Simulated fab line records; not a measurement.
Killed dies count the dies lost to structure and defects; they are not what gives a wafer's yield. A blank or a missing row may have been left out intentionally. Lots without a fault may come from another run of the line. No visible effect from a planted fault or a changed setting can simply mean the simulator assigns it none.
Matching of chambers :: flow n5-finfet :: 4 sister chambers for N5_DUMMY_GATE_CMP_04 on cmp-01
The step polishes a-Si. 8 wafers are shown with their chamber, then 7 later ones without.

## WAFERS WITH THEIR CHAMBER
wafer: L085.1
chamber: 2
motor-current-A (A): 7.9
time-to-endpoint-s (s): 13

wafer: L086.2
chamber: 2
motor-current-A (A): 8.1
time-to-endpoint-s (s): 9

wafer: L086.3
chamber: 3
motor-current-A (A): 8.9
time-to-endpoint-s (s): 15

wafer: L086.4
chamber: 0
motor-current-A (A): 10.3
time-to-endpoint-s (s): 16

wafer: L087.1
chamber: 0
motor-current-A (A): 9.9
time-to-endpoint-s (s): 18

wafer: L087.3
chamber: 1
motor-current-A (A): 11.1
time-to-endpoint-s (s): 18

wafer: L091.1
chamber: 1
motor-current-A (A): 11.3
time-to-endpoint-s (s): 12

wafer: L091.2
chamber: 3
motor-current-A (A): 8.5
time-to-endpoint-s (s): 16

## WAFERS WITH NO CHAMBER GIVEN
wafer: L091.4
motor-current-A (A): 10.6
time-to-endpoint-s (s): 18

wafer: L092.1
motor-current-A (A): 8.2
time-to-endpoint-s (s): 17

wafer: L092.2
motor-current-A (A): 7.9
time-to-endpoint-s (s): 13

wafer: L092.3
motor-current-A (A): 10.2
time-to-endpoint-s (s): 20

wafer: L094.3
motor-current-A (A): 10.4
time-to-endpoint-s (s): 19

wafer: L094.4
motor-current-A (A): 11.2
time-to-endpoint-s (s): 15

wafer: L095.2
motor-current-A (A): 8.7
time-to-endpoint-s (s): 18

## THE CHAMBER EACH PASSED THROUGH
wafer: L091.4
from the rows above: can't be placed: 0 or 1
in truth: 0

wafer: L092.1
from the rows above: can't be placed: 3 or 2
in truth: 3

wafer: L092.2
from the rows above: 2
in truth: 2

wafer: L092.3
from the rows above: 0
in truth: 0

wafer: L094.3
from the rows above: 0
in truth: 0

wafer: L094.4
from the rows above: 1
in truth: 1

wafer: L095.2
from the rows above: 3
in truth: 3
Correct placement for 5 of the 7. Unplaceable from these rows: 2, with the true chamber sitting among the candidates in 2. Number placed wrongly: 0.
How it was worked out, from the rows above alone: a wafer's distance from a chamber is the root of the sum, over the readings, of the square of ((its reading less the chamber's mean) divided by the reading's scatter). If the next closest chamber is less than 2 further off than the closest, the wafer can't be placed; otherwise it belongs to the closest. Each chamber's mean is taken over the wafers shown for it. The scatter is the square root of a quotient: the sum, over the shown wafers, of each reading's squared deviation from its chamber's mean, divided by wafers minus chambers.
